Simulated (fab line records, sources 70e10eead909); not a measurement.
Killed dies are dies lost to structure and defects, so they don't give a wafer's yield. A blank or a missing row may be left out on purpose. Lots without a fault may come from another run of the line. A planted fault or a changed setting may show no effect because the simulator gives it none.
fab line records | flow nand_harc
record lots=24 wafers=72 last_day=24
route steps=1159 shown P_CONTACT@218 P_M1@317 P_M2@328
lots that met no fault: from a run of the same line without faults
start_h: hours from the record's first day to the start of the lot's first wafer shown | wait_h: hours since the lot's step before | " the same as in the row above | L1.1+2: a row that stands for several wafers | - no value, or no start given | * or withheld: withheld | < > ~ a bound
route shown NAME@n: a module of which the file shows steps, and the number in the route of the first | usual: mean/standard deviation of fault-free wafers | same: alike in all rows | chamber/n: place in a boat | sites: the reading at each site | _std_site: their standard deviation | _edge_site: outer sites' mean less inner sites' | radius_mm: how far each site lies from the wafer's centre | mask NAME#n: copy n | behind: the tool/chamber that last shaped the wafer | hold: why the lot was held/for how many hours/how that ended | device: the transistor (n, p or np) that didn't switch | end of line: the same wafers' tests at the end of the route | a step without rows: its recipe alone | killed: dies lost to structure and defects at the first sort, not the wafer's yield | map: a wafer's dies, x killed, . not, _ none there
set.NAME: the setting as run; set.NAME@STEP: as run at that earlier step | model.NAME: the simulator's own value behind a step, which no gauge read
steps of the route over a sample of lots; a table a step, a row a wafer
services: from which hour (start_h, from the record's first day; less than 0 if before it) a tool's chamber was out of use, for how many hours, and why
## steps
# step NHARC_P_CONTACT_DEP_00
# recipe target_thk_a=5000 temp_c=400 pressure_torr=6.5 rf_w=900 teos_flow_sccm=161.4 flow_sccm=2650 target_thk_nm=500 gas=O2 material=SiO2
# usual heater_power_w=533/94 throttle_valve_pct=15.4/0.4
# columns lot.wafer tool chamber start_h wait_h heater_power_w throttle_valve_pct
L074.3 pecvd-04 0 - - 543 15.7
L074.1 " 1 " " 698 15.1
L074.5 " 2 " " 509 15.9
L075.1 pecvd-04 0 - - 550 15.9
L075.6 " 0 " " 568 15.2
L075.4 " 1 " " 715 15.2
L076.2 pecvd-01 1 - - 541 15.0
L076.5 " 1 " " 570 14.9
L076.6 " 2 " " 578 14.9
L077.3 pecvd-01 2 - - 581 14.8
L077.4 " 0 " " 721 15.2
L077.6 " 1 " " 597 15.1
L078.3 pecvd-01 2 - - 451 14.9
L078.2 " 0 " " 717 15.4
L078.6 " 2 " " 487 14.7
L079.2 pecvd-02 0 - - 556 16.1
L079.3 " 1 " " 361 14.7
L079.6 " 2 " " 494 15.9
L080.1 pecvd-04 0 - - 513 15.7
L080.3 " 2 " " 563 15.9
L080.5 " 1 " " 704 15.0
L081.2 pecvd-01 0 - - 680 15.2
L081.3 " 1 " " 483 15.5
L081.4 " 0 " " 723 15.2
L082.3 pecvd-04 2 - - 471 15.8
L082.2 " 1 " " 702 15.0
L082.5 " 0 " " 519 15.2
L083.1 pecvd-01 1 - - 604 15.2
L083.5 " 2 " " 574 15.0
L083.6 " 0 " " 713 15.4
L085.3 pecvd-02 2 - - 509 16.1
L085.1 " 0 " " 479 15.4
L085.4 " 1 " " 323 14.9
L084.3 pecvd-02 2 - - 519 16.1
L084.2 " 0 " " 580 15.5
L084.5 " 0 " " 430 15.5
L088.1 pecvd-01 0 - - 604 15.4
L088.5 " 2 " " 488 14.9
L088.6 " 1 " " 590 15.1
L086.3 pecvd-02 0 - - 446 15.4
L086.5 " 0 " " 483 15.8
L086.6 " 1 " " 465 15.1
L087.1 pecvd-01 0 - - 637 15.4
L087.2 " 1 " " 582 15.5
L087.6 " 2 " " 522 14.9
L089.2 pecvd-01 0 - - 568 15.1
L089.5 " 0 " " 620 15.4
L089.6 " 1 " " 530 15.3
L090.2 pecvd-01 2 - - 477 15.0
L090.1 " 0 " " 707 15.4
L090.6 " 0 " " 732 15.6
L091.3 pecvd-01 2 - - 535 15.0
L091.1 " 0 " " 708 15.3
L091.4 " 1 " " 593 15.1
L093.3 pecvd-01 1 - - 500 15.3
L093.5 " 2 " " 444 15.2
L093.4 " 1 " " 540 15.2
L092.2 pecvd-02 2 - - 429 16.0
L092.4 " 2 " " 448 15.9
L092.5 " 0 " " 484 15.6
L095.2 pecvd-02 2 - - 515 16.2
L095.3 " 0 " " 580 15.4
L095.5 " 1 " " 320 15.1
L094.1 pecvd-02 0 - - 572 15.7
L094.4 " 2 " " 496 16.1
L094.5 " 0 " " 446 15.5
L097.3 pecvd-02 2 - - 511 16.0
L097.2 " 1 " " 399 14.9
L097.6 " 2 " " 511 15.9
L096.3 pecvd-02 0 - - 521 15.3
L096.1 " 1 " " 402 15.0
L096.4 " 1 " " 409 15.0
# step NHARC_P_CONTACT_CVD_23
# recipe target_thk_a=2000 temp_c=300 pressure_torr=40 wf6_flow_sccm=40 h2_flow_sccm=1600 ar_flow_sccm=1560 time_s=557 material=W
# usual heater_power_w=427/26 mfc_h2_sccm=1601/4.8 throttle_valve_pct=8.11/0.26
# columns lot.wafer tool chamber start_h wait_h heater_power_w mfc_h2_sccm throttle_valve_pct
L074.1 cvd_w-02 1 - - 397 1606 8.03
L074.3 " 1 " " 402 1603 8.08
L074.5 " 1 " " 397 1594 8.15
L075.1 cvd_w-02 1 - - 387 1606 8.16
L075.4 " 1 " " 394 1599 8.01
L075.6 " 1 " " 404 1606 8.12
L076.2 cvd_w-02 0 - - 455 1602 8.17
L076.6 " 0 " " 450 1601 8.09
L076.5 " 1 " " 388 1598 7.86
L077.4 cvd_w-02 1 - - 394 1603 7.96
L077.3 " 0 " " 456 1609 8.61
L077.6 " 0 " " 457 1603 8.24
L078.2 cvd_w-02 1 - - 404 1601 8.14
L078.3 " 1 " " 395 1598 8.32
L078.6 " 1 " " 388 1597 8.11
L079.2 cvd_w-02 0 - - 467 1600 8.29
L079.3 " 1 " " 401 1594 8.13
L079.6 " 0 " " 473 1598 8.30
L080.1 cvd_w-02 0 - - 453 1593 8.24
L080.3 " 1 " " 398 1595 8.34
L080.5 " 0 " " 463 1596 8.47
L081.2 cvd_w-01 1 - - 416 1593 7.80
L081.3 " 0 " " 452 1600 7.93
L081.4 " 1 " " 433 1601 7.41
L082.2 cvd_w-01 1 - - 414 1604 7.88
L082.3 " 0 " " 436 1599 8.23
L082.5 " 0 " " 459 1600 8.21
L083.1 cvd_w-02 1 - - 399 1599 7.97
L083.5 " 0 " " 458 1602 8.33
L083.6 " 1 " " 393 1594 8.31
L085.1 cvd_w-01 0 - - 451 1602 7.84
L085.3 " 0 " " 441 1607 7.73
L085.4 " 1 " " 419 1599 7.82
L084.2 cvd_w-02 0 - - 450 1597 8.23
L084.3 " 1 " " 397 1598 8.26
L084.5 " 0 " " 462 1598 8.17
L088.1 cvd_w-02 0 - - 448 1602 8.22
L088.5 " 0 " " 467 1601 8.38
L088.6 " 1 " " 406 1603 8.36
L086.3 cvd_w-02 1 - - 390 1607 8.15
L086.6 " 0 " " 452 1606 8.09
L086.5 " 1 " " 399 1608 8.10
L087.1 cvd_w-01 1 - - 423 1605 7.44
L087.2 " 0 " " 450 1594 7.96
L087.6 " 1 " " 426 1605 7.63
L089.2 cvd_w-01 0 - - 453 1600 7.97
L089.6 " 0 " " 453 1600 8.35
L089.5 " 1 " " 402 1604 7.72
L090.2 cvd_w-01 1 - - 413 1601 7.64
L090.1 " 0 " " 457 1609 7.90
L090.6 " 0 " " 450 1601 8.27
L091.1 cvd_w-02 1 - - 395 1607 8.23
L091.4 " 1 " " 395 1607 8.41
L091.3 " 0 " " 433 1601 7.91
L093.4 cvd_w-02 1 - - 392 1602 8.28
L093.3 " 0 " " 439 1603 8.24
L093.5 " 0 " " 429 1609 8.24
L092.2 cvd_w-02 0 - - 424 1609 8.56
L092.4 " 1 " " 406 1608 8.20
L092.5 " 0 " " 426 1604 8.01
L095.2 cvd_w-02 0 - - 450 1599 7.86
L095.3 " 1 " " 401 1601 8.29
L095.5 " 1 " " 389 1599 8.32
L094.1 cvd_w-01 1 - - 424 1600 7.95
L094.4 " 0 " " 445 1605 8.25
L094.5 " 0 " " 449 1607 7.96
L097.2 cvd_w-02 0 - - 432 1593 8.09
L097.3 " 1 " " 391 1606 8.24
L097.6 " 0 " " 433 1602 7.97
L096.1 cvd_w-01 0 - - 450 1605 8.44
L096.4 " 0 " " 442 1602 8.38
L096.3 " 1 " " 424 1608 7.82
# step NHARC_P_M1_DEP_33
# recipe target_thk_a=300 temp_c=370 target_thk_nm=30 pressure_torr=3 flow_sccm=200 rf_w=450 material=SiCN
# usual heater_power_w=569/74
# columns lot.wafer tool chamber start_h wait_h heater_power_w
L074.1 pecvd-02 2 118.03 0.1 530
L074.3 " 0 " " 550
L074.5 " 2 " " 536
L075.1 pecvd-03 2 131.92 0.1 630
L075.6 " 1 " " 523
L075.4 " 0 " " 641
L076.2 pecvd-02 1 132.62 0.1 418
L076.6 " 0 " " 458
L076.5 " 1 " " 424
L077.3 pecvd-02 1 133.59 0.1 453
L077.6 " 1 " " 450
L077.4 " 2 " " 535
L078.2 pecvd-02 0 143.56 0.1 525
L078.3 " 2 " " 567
L078.6 " 1 " " 455
L079.3 pecvd-01 2 144.15 0.1 600
L079.2 " 0 " " 664
L079.6 " 0 " " 671
L080.1 pecvd-03 1 161.38 0.1 514
L080.3 " 2 " " 670
L080.5 " 2 " " 682
L081.2 pecvd-03 0 162.35 0.1 657
L081.3 " 2 " " 618
L081.4 " 2 " " 627
L082.3 pecvd-03 1 170.61 0.1 582
L082.2 " 2 " " 676
L082.5 " 1 " " 595
L083.1 pecvd-01 0 188.52 0.1 718
L083.5 " 0 " " 707
L083.6 " 2 " " 573
L085.1 pecvd-03 2 196.57 0.1 566
L085.3 " 1 " " 620
L085.4 " 2 " " 579
L084.3 pecvd-03 1 201.88 0.1 529
L084.2 " 2 " " 674
L084.5 " 2 " " 658
L088.1 pecvd-02 1 202.36 0.1 475
L088.5 " 2 " " 498
L088.6 " 0 " " 489
L086.3 pecvd-03 0 204.13 0.1 612
L086.5 " 0 " " 614
L086.6 " 1 " " 563
L087.1 pecvd-02 0 208.91 0.1 558
L087.2 " 1 " " 472
L087.6 " 2 " " 536
L089.2 pecvd-02 1 218.50 0.1 433
L089.5 " 2 " " 543
L089.6 " 1 " " 433
L090.1 pecvd-03 2 219.52 0.1 659
L090.2 " 0 " " 628
L090.6 " 0 " " 620
L091.3 pecvd-03 0 224.57 0.1 613
L091.1 " 2 " " 650
L091.4 " 1 " " 622
L093.3 pecvd-03 1 227.37 0.1 623
L093.5 " 1 " " 502
L093.4 " 0 " " 623
L092.2 pecvd-01 1 229.52 0.1 618
L092.4 " 0 " " 702
L092.5 " 2 " " 507
L095.3 pecvd-02 0 251.42 0.1 522
L095.2 " 1 " " 390
L095.5 " 0 " " 523
L094.1 pecvd-03 0 252.31 0.1 590
L094.4 " 1 " " 626
L094.5 " 0 " " 586
L097.3 pecvd-03 0 254.54 0.1 627
L097.2 " 1 " " 596
L097.6 " 0 " " 623
L096.1 pecvd-03 0 255.15 0.1 643
L096.3 " 1 " " 584
L096.4 " 0 " " 644
# step NHARC_P_M2_CD_MEAS_09
# recipe target_cd_nm=170 landing_energy_ev=500
# usual cd_nm=169.8/0.77
# columns lot.wafer tool chamber start_h wait_h cd_nm
L074.1 cd_sem-03 0 119.26 - 169.1
L074.3 " 0 " " 168.5
L074.5 " 0 " " 168.2
L075.1 cd_sem-01 0 133.13 - 171.3
L075.4 " 0 " " 170.3
L075.6 " 0 " " 170.0
L076.2 cd_sem-03 0 133.69 - 168.8
L076.5 " 0 " " 168.9
L076.6 " 0 " " 169.7
L077.3 cd_sem-01 0 134.80 - 170.9
L077.4 " 0 " " 170.0
L077.6 " 0 " " 170.9
L078.2 cd_sem-03 0 144.81 - 169.9
L078.3 " 0 " " 169.0
L078.6 " 0 " " 168.7
L079.2 cd_sem-02 0 145.39 - 168.6
L079.3 " 0 " " 169.9
L079.6 " 0 " " 169.8
L080.1 cd_sem-01 0 162.56 - 171.0
L080.3 " 0 " " 171.2
L080.5 " 0 " " 170.4
L081.2 cd_sem-01 0 163.88 - 170.4
L081.3 " 0 " " 169.8
L081.4 " 0 " " 171.3
L082.2 cd_sem-01 0 171.69 - 168.8
L082.3 " 0 " " 169.1
L082.5 " 0 " " 170.1
L083.1 cd_sem-01 0 189.67 - 169.2
L083.5 " 0 " " 168.5
L083.6 " 0 " " 169.6
L085.1 cd_sem-02 0 197.83 - 170.4
L085.3 " 0 " " 169.5
L085.4 " 0 " " 171.2
L084.2 cd_sem-02 0 202.98 - 171.0
L084.3 " 0 " " 170.9
L084.5 " 0 " " 169.6
L088.1 cd_sem-01 0 203.61 - 169.3
L088.5 " 0 " " 170.0
L088.6 " 0 " " 169.5
L086.3 cd_sem-02 0 205.20 - 170.9
L086.5 " 0 " " 169.8
L086.6 " 0 " " 169.8
L087.1 cd_sem-02 0 210.01 - 170.6
L087.2 " 0 " " 170.0
L087.6 " 0 " " 169.4
L089.2 cd_sem-02 0 219.51 - 170.0
L089.5 " 0 " " 170.1
L089.6 " 0 " " 168.8
L090.1 cd_sem-01 0 220.57 - 170.5
L090.2 " 0 " " 170.1
L090.6 " 0 " " 170.4
L091.1 cd_sem-03 0 225.82 - 170.0
L091.3 " 0 " " 170.5
L091.4 " 0 " " 170.4
L093.3 cd_sem-01 0 228.62 - 169.1
L093.4 " 0 " " 168.9
L093.5 " 0 " " 169.9
L092.2 cd_sem-02 0 230.73 - 170.5
L092.4 " 0 " " 170.0
L092.5 " 0 " " 168.8
L095.2 cd_sem-03 0 252.64 - 168.9
L095.3 " 0 " " 169.6
L095.5 " 0 " " 169.5
L094.1 cd_sem-01 0 253.38 - 170.1
L094.4 " 0 " " 170.7
L094.5 " 0 " " 170.4
L097.2 cd_sem-03 0 255.78 - 169.6
L097.3 " 0 " " 169.7
L097.6 " 0 " " 168.8
L096.1 cd_sem-03 0 256.40 - 170.1
L096.3 " 0 " " 169.4
L096.4 " 0 " " 169.5
# step NHARC_P_M2_ETCH_15
# recipe target_depth_a=1825 time_s=91.2 c4f8_flow_sccm=withheld ar_flow_sccm=400 rf_w=600 bias_w=300 chemistry=C4F8/Ar
# usual oes_product_au=0.954/0.024 rf_vpp_V=440.2/2.6
# columns lot.wafer tool chamber start_h wait_h oes_product_au rf_hours_counter_h rf_vpp_V
L074.1 rie_diel-10 2 - - 0.955 5 437.4
L074.3 " 1 " " 0.971 4 439.5
L074.5 " 2 " " 0.959 - 436.3
L075.4 rie_diel-10 1 - - 0.932 5 437.1
L075.1 " 2 " " 0.929 5 436.2
L075.6 " 0 " " 0.933 - 442.1
L076.2 rie_diel-07 2 - - 0.927 26 440.7
L076.6 " 0 " " 0.921 - 439.3
L076.5 " 1 " " 0.915 - 440.9
L077.4 rie_diel-05 2 - - 0.936 24 436.1
L077.3 " 3 " " 0.929 23 440.2
L077.6 " 1 " " 0.930 - 443.1
L078.2 rie_diel-10 1 - - 0.987 5 437.3
L078.3 " 3 " " 0.958 5 444.4
L078.6 " 0 " " 0.987 - 439.9
L079.2 rie_diel-05 0 - - 0.931 25 441.5
L079.3 " 2 " " 0.934 26 436.8
L079.6 " 0 " " 0.929 - 441.9
L080.1 rie_diel-10 1 - - 0.982 6 438.4
L080.3 " 3 " " 0.974 6 443.8
L080.5 " 1 " " 0.975 - 437.9
L081.2 rie_diel-10 3 - - 0.961 6 442.4
L081.3 " 1 " " 0.998 6 437.9
L081.4 " 2 " " 0.987 6 436.0
L082.3 rie_diel-10 0 - - 0.934 5 441.3
L082.2 " 2 " " 0.932 7 438.4
L082.5 " 0 " " 0.934 - 441.3
L083.1 rie_diel-10 0 - - 0.977 0 441.8
L083.5 " 3 " " 0.987 - 443.9
L083.6 " 0 " " 0.979 - 442.0
L085.4 rie_diel-10 0 - - 0.977 0 440.4
L085.1 " 2 " " 0.966 0 436.9
L085.3 " 3 " " 0.985 0 443.5
L084.2 rie_diel-10 0 - - 0.964 0 441.0
L084.3 " 2 " " 0.987 0 436.3
L084.5 " 3 " " 0.976 - 443.9
L088.1 rie_diel-05 0 - - 0.914 6 441.6
L088.5 " 1 " " 0.932 - 443.1
L088.6 " 2 " " 0.929 - 437.5
L086.3 rie_diel-07 0 - - 0.917 56 440.0
L086.5 " 2 " " 0.984 - 441.1
L086.6 " 3 " " 0.933 - 442.8
L087.2 rie_diel-10 2 - - 0.934 1 435.4
L087.1 " 3 " " 0.937 1 444.1
L087.6 " 0 " " 0.931 - 439.4
L089.2 rie_diel-10 0 - - 0.975 1 441.9
L089.6 " 1 " " 0.967 - 439.1
L089.5 " 2 " " 0.950 - 436.9
L090.1 rie_diel-10 1 - - 0.971 1 439.6
L090.2 " 2 " " 0.992 1 437.5
L090.6 " 2 " " 0.986 - 437.2
L091.3 rie_diel-10 3 - - 0.973 2 442.8
L091.4 " 0 " " 0.975 2 441.0
L091.1 " 1 " " 0.976 2 438.5
L093.4 rie_diel-10 0 - - 0.973 2 440.5
L093.3 " 2 " " 0.979 2 435.9
L093.5 " 3 " " 0.977 - 444.3
L092.2 rie_diel-05 1 - - 0.925 13 443.1
L092.4 " 2 " " 0.934 11 437.4
L092.5 " 2 " " 0.939 - 437.3
L095.3 rie_diel-10 1 - - 0.974 3 437.1
L095.2 " 0 " " 0.967 3 441.9
L095.5 " 1 " " 0.964 - 439.6
L094.1 rie_diel-10 1 - - 0.975 3 436.7
L094.4 " 3 " " 0.975 3 443.9
L094.5 " 1 " " 0.993 - 438.2
L097.3 rie_diel-10 1 - - 0.956 3 439.2
L097.2 " 2 " " 0.979 3 436.3
L097.6 " 1 " " 0.943 - 439.4
L096.4 rie_diel-05 1 - - 0.919 19 442.8
L096.3 " 2 " " 0.934 17 437.7
L096.1 " 3 " " 0.939 15 439.9
# step NHARC_P_M2_PVD_20
# recipe target_thk_a=50 bias_v=168.6 power_w=15000 chamber_pressure_pa=0.12 time_s=8.06 substrate_temp_c=50 material=TaN
# usual throttle_valve_pct=29.9/1.2
# columns lot.wafer tool chamber start_h wait_h throttle_valve_pct
L074.3 pvd_sputter-01 - - - 30.3
L074.1 " - " " 28.8
L074.5 " - " " 30.2
L075.1 pvd_sputter-02 - - - 29.7
L075.4 " - " " 29.4
L075.6 " - " " 29.2
L076.2 pvd_sputter-02 - - - 29.4
L076.5 " - " " 32.0
L076.6 " - " " 29.6
L077.4 pvd_sputter-02 - - - 29.1
L077.3 " - " " 29.7
L077.6 " - " " 29.2
L078.2 pvd_sputter-03 - - - 30.2
L078.3 " - " " 31.3
L078.6 " - " " 30.2
L079.2 pvd_sputter-02 - - - 29.8
L079.3 " - " " 29.2
L079.6 " - " " 31.9
L080.3 pvd_sputter-03 - - - 30.2
L080.1 " - " " 29.2
L080.5 " - " " 30.2
L081.2 pvd_sputter-03 - - - 29.3
L081.4 " - " " 31.3
L081.3 " - " " 28.8
L082.3 pvd_sputter-02 - - - 29.6
L082.2 " - " " 32.2
L082.5 " - " " 29.2
L083.1 pvd_sputter-03 - - - 30.1
L083.6 " - " " 31.3
L083.5 " - " " 29.1
L085.1 pvd_sputter-01 - 199.26 0.1 27.2
L085.4 " - " " 30.5
L085.3 " - " " 30.4
L084.3 pvd_sputter-02 - - - 29.4
L084.2 " - " " 30.0
L084.5 " - " " 32.0
L088.1 pvd_sputter-03 - - - 29.4
L088.5 " - " " 31.2
L088.6 " - " " 29.3
L086.3 pvd_sputter-02 - - - 29.2
L086.5 " - " " 29.5
L086.6 " - " " 29.0
L087.2 pvd_sputter-02 - - - 29.7
L087.1 " - " " 29.4
L087.6 " - " " 32.1
L089.2 pvd_sputter-01 - - - 27.2
L089.6 " - " " 29.7
L089.5 " - " " 27.2
L090.2 pvd_sputter-03 - - - 29.0
L090.1 " - " " 29.1
L090.6 " - " " 30.1
L091.1 pvd_sputter-02 - - - 30.0
L091.3 " - " " 29.9
L091.4 " - " " 30.9
L093.4 pvd_sputter-02 - - - 29.8
L093.3 " - " " 32.3
L093.5 " - " " 29.9
L092.4 pvd_sputter-01 - - - 30.1
L092.2 " - " " 29.6
L092.5 " - " " 30.4
L095.2 pvd_sputter-02 - - - 30.6
L095.3 " - " " 29.8
L095.5 " - " " 30.7
L094.1 pvd_sputter-03 - - - 29.1
L094.4 " - " " 29.0
L094.5 " - " " 31.5
L097.3 pvd_sputter-03 - - - 29.0
L097.2 " - " " 28.9
L097.6 " - " " 28.9
L096.4 pvd_sputter-01 - - - 27.4
L096.3 " - " " 30.4
L096.1 " - " " 29.6
## services
# columns tool chamber start_h hours kind
pvd_sputter-03 - 83.37 1.2 repair
pecvd-04 - 101.90 0.7 repair
pvd_sputter-03 - 102.00 10.0 pm
pecvd-03 - 111.00 13.0 pm
cvd_w-01 - 112.87 13.0 pm
rie_diel-10 0 114.16 16.0 repair
rie_diel-05 - 114.85 0.5 repair
rie_diel-05 3 126.77 6.1 repair
pecvd-03 1 149.42 10.9 repair
pecvd-02 - 153.00 13.0 pm
pvd_sputter-01 - 158.00 10.0 pm
pvd_sputter-02 - 161.85 10.6 repair
cvd_w-01 1 162.49 15.6 repair
pecvd-01 - 162.90 1.1 repair
rie_diel-05 - 163.79 9.0 pm
rie_diel-10 - 176.61 9.0 pm
rie_diel-07 2 186.47 15.0 repair
pecvd-04 - 195.14 13.0 pm
rie_diel-05 - 195.55 0.5 repair
cvd_w-02 - 195.67 13.0 pm
pvd_sputter-02 - 214.03 10.0 pm
rie_diel-05 1 233.10 2.4 repair
pecvd-01 - 237.23 13.0 pm
rie_diel-10 0 257.14 3.7 repair
## key
fault none
